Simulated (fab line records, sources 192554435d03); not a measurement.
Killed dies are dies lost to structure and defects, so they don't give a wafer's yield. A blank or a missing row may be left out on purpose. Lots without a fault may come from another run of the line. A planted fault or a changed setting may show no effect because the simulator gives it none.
fab line records | flow n5_finfet
record lots=9 wafers=27 last_day=19
route steps=1938 shown BEOL_M9@1402 PASSIVATION@1936
lots that met no fault: from a run of the same line without faults
start_h: hours from the record's first day to the start of the lot's first wafer shown | wait_h: hours since the lot's step before | " the same as in the row above | L1.1+2: a row that stands for several wafers | - no value, or no start given | * or withheld: withheld | < > ~ a bound
route shown NAME@n: a module of which the file shows steps, and the number in the route of the first | usual: mean/standard deviation of fault-free wafers | same: alike in all rows | chamber/n: place in a boat | sites: the reading at each site | _std_site: their standard deviation | _edge_site: outer sites' mean less inner sites' | radius_mm: how far each site lies from the wafer's centre | mask NAME#n: copy n | behind: the tool/chamber that last shaped the wafer | hold: why the lot was held/for how many hours/how that ended | device: the transistor (n, p or np) that didn't switch | end of line: the same wafers' tests at the end of the route | a step without rows: its recipe alone | killed: dies lost to structure and defects at the first sort, not the wafer's yield | map: a wafer's dies, x killed, . not, _ none there
set.NAME: the setting as run; set.NAME@STEP: as run at that earlier step | model.NAME: the simulator's own value behind a step, which no gauge read
steps of the route over a sample of lots; a table a step, a row a wafer
services: from which hour (start_h, from the record's first day; less than 0 if before it) a tool's chamber was out of use, for how many hours, and why
## steps
# step N5_BEOL_M9_CURE_71
# recipe temp_c=385 time_s=240 ambient=He/Ar material=SiCOH_lowk
# usual lamp_power_pct=52.31/0.052 wafer_temp_C_max=386.5/0.49
# columns lot.wafer tool chamber start_h wait_h lamp_power_pct wafer_temp_C_max
L580.1 uv_cure-03 2 207.00 0.1 52.32 386.0
L580.3 " 2 " " 52.31 386.6
L580.5 " 2 " " 52.30 386.3
L581.2 uv_cure-03 1 234.86 0.8 52.31 386.8
L581.4 " 1 " " 52.30 386.4
L581.6 " 1 " " 52.30 386.6
L591.2 uv_cure-02 2 293.40 0.2 52.39 386.0
L591.5 " 2 " " 52.39 385.8
L591.6 " 2 " " 52.26 386.0
L590.2 uv_cure-02 1 296.58 0.2 52.26 386.2
L590.5 " 1 " " 52.35 386.5
L590.6 " 1 " " 52.26 386.5
L594.2 uv_cure-01 2 301.81 0.2 52.35 386.5
L594.3 " 2 " " 52.28 387.2
L594.4 " 2 " " 52.36 387.7
L592.1 uv_cure-01 2 306.26 0.0 52.29 386.2
L592.3 " 2 " " 52.24 387.2
L592.5 " 2 " " 52.34 386.5
L599.2 uv_cure-03 1 343.25 0.2 52.25 386.7
L599.3 " 1 " " 52.22 386.1
L599.4 " 1 " " 52.28 386.8
L601.2 uv_cure-03 2 356.27 0.1 52.28 385.6
L601.5 " 2 " " 52.30 386.1
L601.6 " 2 " " 52.28 386.0
L603.3 uv_cure-01 1 379.03 0.2 52.39 385.8
L603.4 " 1 " " 52.31 386.1
L603.5 " 1 " " 52.34 386.2
# step N5_BEOL_M9_ETCH_62
# recipe chemistry=N2/H2 target=SOC target_depth_a=1100 overetch_a=220 mask_material=SiARC temp_c=40 time_s=165 ion_energy_ev=200 pressure_mtorr=30 source_w=840 bias_w=150 n2_flow_sccm=200 h2_flow_sccm=200
# usual drypump_motor_current_A=5.5/0.52 oes_product_au=0.66/0.066 rf_vpp_V=524.0/2.8 showerhead_plenum_p_Torr=2.54/0.099 temp_c=40.01/0.11 throttle_valve_pct=17.88/0.25
# columns lot.wafer tool chamber start_h wait_h drypump_motor_current_A oes_product_au rf_hours_counter_h rf_vpp_V showerhead_plenum_p_Torr temp_c throttle_valve_pct
L580.1 rie_diel-05 0 209.54 0.0 5.8 0.71 74 527.6 2.69 40.08 17.70
L580.3 " 3 " " 6.1 0.73 41 522.0 2.46 40.01 17.44
L580.5 " 0 " " 5.8 0.70 - 528.9 2.69 39.91 17.69
L581.2 rie_diel-04 1 238.67 0.0 5.0 0.62 173 526.2 2.63 40.14 18.24
L581.4 " 2 " " 5.1 0.60 207 521.4 2.40 40.16 17.77
L581.6 " 2 " " 5.1 0.60 - 519.1 2.40 40.13 17.77
L591.2 rie_diel-04 3 295.06 0.0 4.9 0.62 197 525.7 2.62 40.12 17.99
L591.5 " 3 " " 4.9 0.61 - 526.5 2.62 40.08 18.00
L591.6 " 0 " " 5.3 0.60 - 523.2 2.54 39.96 17.66
L590.2 rie_diel-03 2 298.55 0.0 6.2 0.77 19 525.5 2.59 40.11 17.40
L590.5 " 3 " " 6.3 0.75 - 522.2 2.47 39.88 17.83
L590.6 " 0 " " 4.9 0.62 - 520.4 2.43 40.28 18.19
L594.2 rie_diel-04 2 303.31 0.0 5.1 0.59 226 520.4 2.40 39.91 17.79
L594.3 " 1 " " 4.9 0.61 191 525.7 2.63 40.06 18.28
L594.4 " 0 " " 5.3 0.60 189 524.5 2.54 39.87 17.67
L592.1 rie_diel-05 3 308.04 0.0 6.2 0.70 67 522.1 2.45 40.03 17.49
L592.3 " 0 " " 5.8 0.68 102 526.0 2.68 39.89 17.73
L592.5 " 0 " " 5.8 0.67 - 528.4 2.68 39.96 17.74
L599.2 rie_diel-05 0 344.94 0.0 5.8 0.67 113 527.0 2.67 39.94 17.76
L599.3 " 1 " " 5.6 0.67 103 526.7 2.67 40.07 17.94
L599.4 " 2 " " 5.0 0.72 60 527.2 2.68 40.01 17.88
L601.2 rie_diel-04 2 359.09 0.0 5.1 0.58 245 520.0 2.39 40.18 17.83
L601.5 " 2 " " 5.1 0.58 - 519.8 2.39 40.22 17.83
L601.6 " 0 " " 5.3 0.59 - 523.8 2.53 39.96 17.69
L603.3 rie_diel-04 3 382.87 0.0 4.9 0.61 219 527.3 2.61 40.02 18.05
L603.4 " 3 " " 4.9 0.60 - 525.9 2.61 40.01 18.03
L603.5 " 1 " " 4.9 0.60 - 525.3 2.62 39.97 18.33
# step N5_BEOL_M9_COAT_63
# recipe resist=SOC temp_c=250 time_s=60 spin_rpm=1500 resist_thk_nm=60
# usual spin_speed_rpm=1499.8/1
# columns lot.wafer tool chamber start_h wait_h spin_speed_rpm
L580.1 litho_track-03 0 209.95 0.0 1500.5
L580.3 " 0 " " 1499.9
L580.5 " 0 " " 1500.8
L581.2 litho_track-03 0 239.11 0.0 1500.0
L581.4 " 0 " " 1501.1
L581.6 " 0 " " 1500.8
L591.2 litho_track-03 0 297.65 2.2 698.6
L591.5 " 0 " " 699.5
L591.6 " 0 " " 698.7
L590.2 litho_track-03 0 300.59 1.7 699.1
L590.5 " 0 " " 699.1
L590.6 " 0 " " 698.7
L594.2 litho_track-01 0 305.59 1.9 1500.9
L594.3 " 0 " " 1500.4
L594.4 " 0 " " 1498.3
L592.1 litho_track-04 0 309.24 0.7 1498.2
L592.3 " 0 " " 1498.5
L592.5 " 0 " " 1501.7
L599.2 litho_track-01 0 347.00 1.7 1500.0
L599.3 " 0 " " 1498.6
L599.4 " 0 " " 1500.0
L601.2 litho_track-04 0 361.02 1.6 1499.8
L601.5 " 0 " " 1499.1
L601.6 " 0 " " 1499.9
L603.3 litho_track-01 0 384.37 1.1 1500.0
L603.4 " 0 " " 1501.1
L603.5 " 0 " " 1500.8
# step N5_BEOL_M9_ETCH_76
# recipe chemistry=N2/H2 target=underlayer target_depth_a=65 mask_material=CAR-EUV time_s=5.2 ion_energy_ev=200 pressure_mtorr=30 source_w=840 bias_w=150 n2_flow_sccm=200 h2_flow_sccm=200 ends=cleared
# usual drypump_motor_current_A=5.5/0.51 etch_rf_on_time_s=5.19/0.12 oes_product_au=0.67/0.073 rf_vpp_V=524.6/3 showerhead_plenum_p_Torr=2.56/0.1 throttle_valve_pct=17.89/0.25
# columns lot.wafer tool chamber start_h wait_h drypump_motor_current_A etch_rf_on_time_s oes_product_au rf_hours_counter_h rf_vpp_V showerhead_plenum_p_Torr throttle_valve_pct
L580.1 rie_diel-05 3 210.37 0.0 6.2 5.27 0.73 41 522.2 2.46 17.47
L580.3 " 2 " " 5.0 5.09 0.79 22 529.0 2.69 17.83
L580.5 " 3 " " 6.2 5.22 0.73 - 522.1 2.46 17.46
L581.2 rie_diel-05 2 239.60 0.0 5.0 5.07 0.76 30 529.0 2.69 17.88
L581.4 " 0 " " 5.8 5.17 0.70 82 525.1 2.69 17.75
L581.6 " 2 " " 5.0 5.04 0.79 - 527.5 2.69 17.86
L591.2 rie_diel-03 1 298.07 0.0 6.1 5.26 0.59 199 524.1 2.52 18.13
L591.5 " 2 " " 6.1 4.96 0.79 - 526.2 2.59 17.47
L591.6 " 3 " " 6.3 5.12 0.78 - 523.7 2.47 17.88
L590.2 rie_diel-05 1 301.14 0.0 5.6 5.03 0.69 90 526.6 2.67 17.96
L590.5 " 2 " " 5.0 5.08 0.75 - 526.8 2.68 17.90
L590.6 " 1 " " 5.6 5.10 0.70 - 527.3 2.67 17.92
L594.2 rie_diel-03 3 306.03 0.0 6.3 5.12 0.76 43 522.8 2.47 17.89
L594.3 " 0 " " 4.9 5.25 0.63 196 520.5 2.42 18.21
L594.4 " 1 " " 6.1 5.36 0.58 201 523.2 2.52 18.12
L592.1 rie_diel-05 1 309.66 0.0 5.6 5.05 0.69 93 525.3 2.67 17.93
L592.3 " 0 " " 5.8 5.21 0.67 103 530.2 2.68 17.76
L592.5 " 2 " " 5.0 5.10 0.75 - 526.8 2.68 17.88
L599.2 rie_diel-03 2 347.48 0.0 6.2 4.98 0.76 35 525.0 2.59 17.46
L599.3 " 1 " " 6.0 5.30 0.58 215 524.8 2.51 18.15
L599.4 " 3 " " 6.3 5.16 0.74 56 520.2 2.46 17.92
L601.2 rie_diel-03 0 361.70 0.0 4.9 5.33 0.60 215 521.9 2.42 18.28
L601.5 " 0 " " 4.9 5.31 0.62 - 520.3 2.42 18.28
L601.6 " 1 " " 6.1 5.35 0.57 - 523.8 2.51 18.17
L603.3 rie_diel-04 1 385.08 0.0 4.9 5.32 0.60 216 526.6 2.62 18.35
L603.4 " 1 " " 4.9 5.29 0.60 - 525.1 2.62 18.34
L603.5 " 0 " " 5.3 5.24 0.59 - 526.1 2.52 17.74
# step N5_BEOL_M9_ETCH_66
# recipe chemistry=N2/H2 target=SOC target_depth_a=800 overetch_a=160 mask_material=SiARC temp_c=40 time_s=120 ion_energy_ev=200 pressure_mtorr=30 source_w=840 bias_w=150 n2_flow_sccm=200 h2_flow_sccm=200
# usual drypump_motor_current_A=5.5/0.51 oes_product_au=0.60/0.059 rf_vpp_V=524.6/2.8 showerhead_plenum_p_Torr=2.56/0.1 temp_c=40.00/0.12 throttle_valve_pct=17.85/0.25
# columns lot.wafer tool chamber start_h wait_h drypump_motor_current_A oes_product_au rf_hours_counter_h rf_vpp_V showerhead_plenum_p_Torr temp_c throttle_valve_pct
L580.1 rie_diel-05 3 210.42 0.0 6.1 0.65 41 524.9 2.46 39.87 17.44
L580.3 " 2 " " 5.0 0.70 22 526.5 2.69 40.03 17.82
L580.5 " 3 " " 6.1 0.67 - 520.2 2.46 39.88 17.46
L581.2 rie_diel-05 2 239.65 0.0 5.0 0.69 30 528.0 2.69 40.15 17.82
L581.4 " 0 " " 5.8 0.63 82 526.2 2.69 40.09 17.72
L581.6 " 2 " " 5.0 0.69 - 527.4 2.69 40.18 17.82
L591.2 rie_diel-03 1 298.11 0.0 6.0 0.66 199 522.5 2.52 40.12 18.09
L591.5 " 2 " " 6.2 0.86 - 524.4 2.59 40.04 17.42
L591.6 " 3 " " 6.3 0.83 - 523.3 2.47 39.95 17.85
L590.2 rie_diel-05 1 301.18 0.0 5.6 0.76 90 529.7 2.67 40.13 17.92
L590.5 " 2 " " 5.0 0.82 - 527.5 2.68 40.05 17.88
L590.6 " 1 " " 5.6 0.76 - 529.5 2.67 40.11 17.92
L594.2 rie_diel-03 3 306.07 0.0 6.3 0.67 43 522.4 2.47 40.01 17.84
L594.3 " 0 " " 4.9 0.57 196 520.9 2.42 40.03 18.17
L594.4 " 1 " " 6.0 0.53 201 521.9 2.52 39.76 18.10
L592.1 rie_diel-05 1 309.71 0.0 5.6 0.61 93 526.2 2.67 39.88 17.92
L592.3 " 0 " " 5.8 0.61 103 528.3 2.68 39.97 17.74
L592.5 " 2 " " 5.0 0.67 - 528.5 2.68 39.93 17.86
L599.2 rie_diel-03 2 347.52 0.0 6.2 0.66 35 524.8 2.59 39.96 17.42
L599.3 " 1 " " 6.0 0.53 215 522.6 2.51 40.04 18.10
L599.4 " 3 " " 6.3 0.66 56 521.9 2.46 39.96 17.85
L601.2 rie_diel-03 0 361.74 0.0 4.9 0.56 215 521.0 2.42 40.01 18.20
L601.5 " 0 " " 4.9 0.56 - 520.3 2.42 40.12 18.22
L601.6 " 1 " " 6.0 0.52 - 522.5 2.51 40.04 18.12
L603.3 rie_diel-04 1 385.12 0.0 5.0 0.54 216 526.2 2.62 40.16 18.32
L603.4 " 1 " " 4.9 0.53 - 526.2 2.62 40.13 18.31
L603.5 " 0 " " 5.3 0.52 - 522.7 2.52 39.91 17.71
# step N5_PASSIVATION_PROBE_49
# usual defect_limited_yield=91.4/1.5 killed_at_M0_to_M3=35/12 killed_at_M4_up=13/5.8 killed_at_contacts=12/5.5 killed_at_front_end=36/9.9 killed_at_other=4/3.7 killed_dies=101/18 killed_open=66/13 killed_short=33/8 sort_bin_4_leakage=0.00/0.016 sort_bin_5_function=5.0/1 sort_bin_6_memory=3.2/0.67 sort_n_pass=1079/18 sort_yield_pct=91.4/1.5
# same gross_dies=1180 killed_at_back_side=0 sort_bin_8_speed[%]=0
# columns lot.wafer tool chamber start_h wait_h defect_limited_yield[%] killed_at_M0_to_M3 killed_at_M4_up killed_at_contacts killed_at_front_end killed_at_other killed_dies killed_open killed_short sort_bin_4_leakage[%] sort_bin_5_function[%] sort_bin_6_memory[%] sort_n_pass sort_yield_pct[%]
L580.1 prober-01 - 270.78 0.0 93.0 27 14 14 27 1 83 62 21 0 4.2 2.8 1097 93.0
L580.3 prober-01 - 270.88 0.1 92.2 31 17 11 28 5 92 68 24 0 4.0 3.5 1088 92.2
L580.5 prober-01 - 270.98 0.2 93.2 26 13 9 32 0 80 42 38 0 4.2 2.4 1100 93.2
L581.2 prober-01 - 299.99 0.1 87.6 40 23 23 55 5 146 93 53 0 7.6 4.4 1034 87.6
L581.4 prober-01 - 300.09 0.2 89.6 44 17 8 52 2 123 83 38 0 6.1 4.0 1057 89.6
L581.6 prober-01 - 300.19 0.3 89.3 47 19 13 46 1 126 83 41 0 5.6 4.3 1054 89.3
L591.2 prober-02 - 365.07 0.1 91.3 23 12 20 40 8 103 66 36 0 4.7 3.7 1077 91.3
L591.5 prober-02 - 365.22 0.2 91.4 24 23 17 31 6 101 71 30 0 6.4 2.0 1079 91.4
L591.6 prober-02 - 365.27 0.3 91.9 25 12 14 40 4 95 63 27 0 4.2 3.5 1085 91.9
L592.3 prober-01 - 368.94 0.1 93.6 21 15 4 32 4 76 56 20 0 3.8 2.2 1104 93.6
L590.2 prober-01 - 370.20 0.1 87.2 79 20 17 28 7 151 101 47 0 8.1 4.2 1029 87.2
L590.5 prober-01 - 370.35 0.2 88.4 71 17 13 34 2 137 78 57 0 7.3 3.7 1043 88.4
L590.6 prober-01 - 370.40 0.3 90.1 34 14 20 47 2 117 83 34 0 6.1 3.6 1063 90.1
L594.3 prober-01 - 374.01 0.1 91.0 35 9 17 35 10 106 64 42 0 4.9 3.9 1074 91.0
L594.4 prober-01 - 374.06 0.2 91.9 34 10 10 22 20 96 66 29 0 4.6 3.4 1084 91.9
L603.3 prober-02 - 448.33 0.1 94.2 22 3 9 32 2 68 38 28 0 2.7 2.7 1112 94.2
L603.4 prober-02 - 448.38 0.2 88.9 45 10 20 54 2 131 93 38 0 7.1 3.7 1049 88.9
L603.5 prober-02 - 448.43 0.2 91.1 39 14 18 32 2 105 65 38 0 5.3 3.5 1075 91.1
# killed by level:class
L580.1 MOL_CONTACT_COAG:geometric_particle:open=13 GATE_CUT:geometric_particle:open=7 BEOL_M4:geometric_particle:open=7 STI_FIN_REVEAL:geometric_particle:open=6 BEOL_M3:geometric_particle:open=6 FIN_SAQP:geometric_particle:short=4 BEOL_M0_SAQP:geometric_particle:short=4 BEOL_M0_SAQP:geometric_particle:open=4
L580.3 BEOL_M0_SAQP:geometric_particle:open=11 MOL_CONTACT_COAG:geometric_particle:open=9 BEOL_M4:geometric_particle:open=8 BEOL_M3:geometric_particle:open=6 FIN_SAQP:geometric_particle:open=5 BEOL_M1:geometric_particle:open=5 STARTING-WAFER:geometric_particle:open=5 FIN_SAQP:geometric_particle:short=4
L580.5 GATE_CUT:geometric_particle:short=8 STI_FIN_REVEAL:geometric_particle:open=7 MOL_CONTACT_COAG:geometric_particle:open=7 BEOL_M0_SAQP:geometric_particle:short=7 BEOL_M4:geometric_particle:open=7 FIN_SAQP:geometric_particle:short=6 BEOL_M0_SAQP:geometric_particle:open=6 BEOL_M0:geometric_particle:open=5
L581.2 MOL_CONTACT_COAG:geometric_particle:open=20 FIN_SAQP:geometric_particle:short=19 BEOL_M4:geometric_particle:open=14 FIN_SAQP:geometric_particle:open=13 BEOL_M3:geometric_particle:open=9 STI_FIN_REVEAL:geometric_particle:open=6 BEOL_M5:geometric_particle:open=6 BEOL_M0_SAQP:geometric_particle:open=6
L581.4 FIN_SAQP:geometric_particle:open=11 STI_FIN_REVEAL:geometric_particle:open=11 FIN_SAQP:geometric_particle:short=10 BEOL_M3:geometric_particle:open=9 DUMMY_GATE:geometric_particle:open=8 BEOL_M1:geometric_particle:open=8 BEOL_M3:geometric_particle:short=7 BEOL_M4:geometric_particle:open=7
L581.6 FIN_SAQP:geometric_particle:open=18 BEOL_M0_SAQP:geometric_particle:open=12 FIN_SAQP:geometric_particle:short=11 MOL_CONTACT_COAG:geometric_particle:open=7 BEOL_M2:geometric_particle:open=7 MOL_CONTACT_COAG:geometric_particle:short=6 BEOL_M1:geometric_particle:open=6 BEOL_M0_SAQP:geometric_particle:short=5
L591.2 MOL_CONTACT_COAG:geometric_particle:open=16 FIN_SAQP:geometric_particle:short=8 FIN_SAQP:geometric_particle:open=7 BEOL_M0_SAQP:geometric_particle:short=7 BEOL_M4:geometric_particle:open=6 BEOL_M0_SAQP:geometric_particle:open=6 STI_FIN_REVEAL:geometric_particle:open=5 DUMMY_GATE:geometric_particle:open=4
L591.5 MOL_CONTACT_COAG:geometric_particle:open=14 BEOL_M4:geometric_particle:open=13 BEOL_M0_SAQP:geometric_particle:open=9 FIN_SAQP:geometric_particle:open=5 FIN_SAQP:geometric_particle:short=5 GATE_CUT:geometric_particle:short=4 BEOL_M1:geometric_particle:open=4 BEOL_M4:geometric_particle:short=4
L591.6 FIN_SAQP:geometric_particle:open=10 MOL_CONTACT_COAG:geometric_particle:open=9 FIN_SAQP:geometric_particle:short=7 BEOL_M4:geometric_particle:open=6 BEOL_M0_SAQP:geometric_particle:open=5 BEOL_M0_SAQP:geometric_particle:short=5 DUMMY_GATE:geometric_particle:open=4 ILD0:geometric_particle:open=4
L592.3 BEOL_M3:geometric_particle:open=9 STARTING-WAFER:geometric_particle:short=5 SPACER0:geometric_particle:short=4 SPACER0:geometric_particle:open=4 GATE_CUT:geometric_particle:open=4 BEOL_M0:geometric_particle:open=4 BEOL_M2:geometric_particle:open=4 BEOL_M8:geometric_particle:open=4
L590.2 BEOL_M0_SAQP:geometric_particle:open=20 BEOL_M0_SAQP:geometric_particle:short=19 MOL_CONTACT_COAG:geometric_particle:open=12 BEOL_M3:geometric_particle:open=12 STI_FIN_REVEAL:geometric_particle:open=10 BEOL_M1:geometric_particle:open=9 BEOL_M4:geometric_particle:open=8 MOL_CONTACT_COAG:geometric_particle:short=5
L590.5 BEOL_M0_SAQP:geometric_particle:short=26 BEOL_M0_SAQP:geometric_particle:open=16 MOL_CONTACT_COAG:geometric_particle:open=12 FIN_SAQP:geometric_particle:short=9 BEOL_M4:geometric_particle:open=9 BEOL_M1:geometric_particle:open=7 FIN_SAQP:geometric_particle:open=6 BEOL_M1:geometric_particle:short=6
L590.6 MOL_CONTACT_COAG:geometric_particle:open=19 STI_FIN_REVEAL:geometric_particle:open=13 BEOL_M0_SAQP:geometric_particle:short=10 DUMMY_GATE:geometric_particle:open=8 GATE_CUT:geometric_particle:short=6 BEOL_M0_SAQP:geometric_particle:open=6 FIN_SAQP:geometric_particle:open=5 BEOL_M1:geometric_particle:open=5
L594.3 MOL_CONTACT_COAG:geometric_particle:open=14 BEOL_M0_SAQP:geometric_particle:short=13 BEOL_M0_SAQP:geometric_particle:open=10 STI_FIN_REVEAL:geometric_particle:open=8 FIN_SAQP:geometric_particle:short=7 BEOL_M3:geometric_particle:open=6 FIN_SAQP:geometric_particle:open=4 DUMMY_GATE:geometric_particle:open=4
L594.4 PASS1_CAP:geometric_particle:open=9 MOL_CONTACT_COAG:geometric_particle:open=8 BEOL_M0_SAQP:geometric_particle:open=8 PASS1_CAP:geometric_particle:short=7 DUMMY_GATE:geometric_particle:open=6 BEOL_M0_SAQP:geometric_particle:short=6 BEOL_M2:geometric_particle:open=6 BEOL_M3:geometric_particle:open=6
L603.3 MOL_CONTACT_COAG:geometric_particle:open=7 BEOL_M0_SAQP:geometric_particle:open=7 STI_FIN_REVEAL:geometric_particle:open=5 DUMMY_GATE:geometric_particle:open=5 BEOL_M2:geometric_particle:open=5 FIN_SAQP:geometric_particle:short=4 BEOL_M0_SAQP:geometric_particle:short=4 FIN_SAQP:geometric_particle:open=3
L603.4 FIN_SAQP:geometric_particle:short=17 MOL_CONTACT_COAG:geometric_particle:open=16 STI_FIN_REVEAL:geometric_particle:open=12 BEOL_M0_SAQP:geometric_particle:open=12 BEOL_M1:geometric_particle:open=10 FIN_SAQP:geometric_particle:open=9 DUMMY_GATE:geometric_particle:open=8 BEOL_M3:geometric_particle:open=8
L603.5 MOL_CONTACT_COAG:geometric_particle:open=13 BEOL_M3:geometric_particle:open=8 BEOL_M0_SAQP:geometric_particle:short=7 STI_FIN_REVEAL:geometric_particle:open=7 FIN_SAQP:geometric_particle:short=6 BEOL_M2:geometric_particle:open=6 FIN_SAQP:geometric_particle:open=5 MOL_CONTACT_COAG:geometric_particle:short=5
## services
# columns tool chamber start_h hours kind
rie_diel-05 1 184.83 6.6 repair
rie_diel-05 - 187.41 14.6 pm
rie_diel-03 0 196.77 6.4 repair
rie_diel-04 3 200.90 12.8 repair
rie_diel-04 2 216.19 9.9 repair
rie_diel-03 2 216.52 - clean
rie_diel-03 2 216.52 - consumable_replace:focus_ring
rie_diel-03 2 216.52 17.4 scheduled_down
uv_cure-02 - 219.29 5.2 repair
uv_cure-03 - 219.56 0.6 repair
uv_cure-01 - 228.44 7.5 pm
uv_cure-02 - 228.80 7.5 pm
rie_diel-05 3 251.62 3.5 repair
rie_diel-03 - 253.91 0.7 repair
uv_cure-03 - 257.37 1.0 pm
uv_cure-01 - 263.48 1.6 repair
uv_cure-02 - 277.83 1.0 pm
uv_cure-03 - 302.85 2.1 pm
uv_cure-03 - 305.90 7.5 pm
rie_diel-04 3 309.13 11.7 repair
rie_diel-04 1 326.22 4.5 repair
uv_cure-03 - 334.19 3.4 pm
rie_diel-04 3 358.52 5.5 repair
uv_cure-02 - 382.09 2.1 pm
## key
first_sign step=N5_BEOL_M9_COAT_63 reading=spin_speed_rpm direction=down sigmas=99+ usual=* struck=*
effect step=N5_BEOL_M9_ETCH_66 reading=oes_product_au direction=up sigmas=3.1 usual=0.60 struck=0.78
met_at N5_BEOL_M9_COAT_63
struck_lots L590,L591
not_acting_at N5_BEOL_M9_CURE_71,N5_BEOL_M9_ETCH_62,N5_BEOL_M9_ETCH_76
onset_between 239.11 297.65
fault kind=process_parameter_drift tool=litho_track-03 chamber=- onset_h=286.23 steps=N5_BEOL_M9_COAT_63 channel=spin_rpm offset=* shape=step end_h=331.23 acts_in=* stated=*
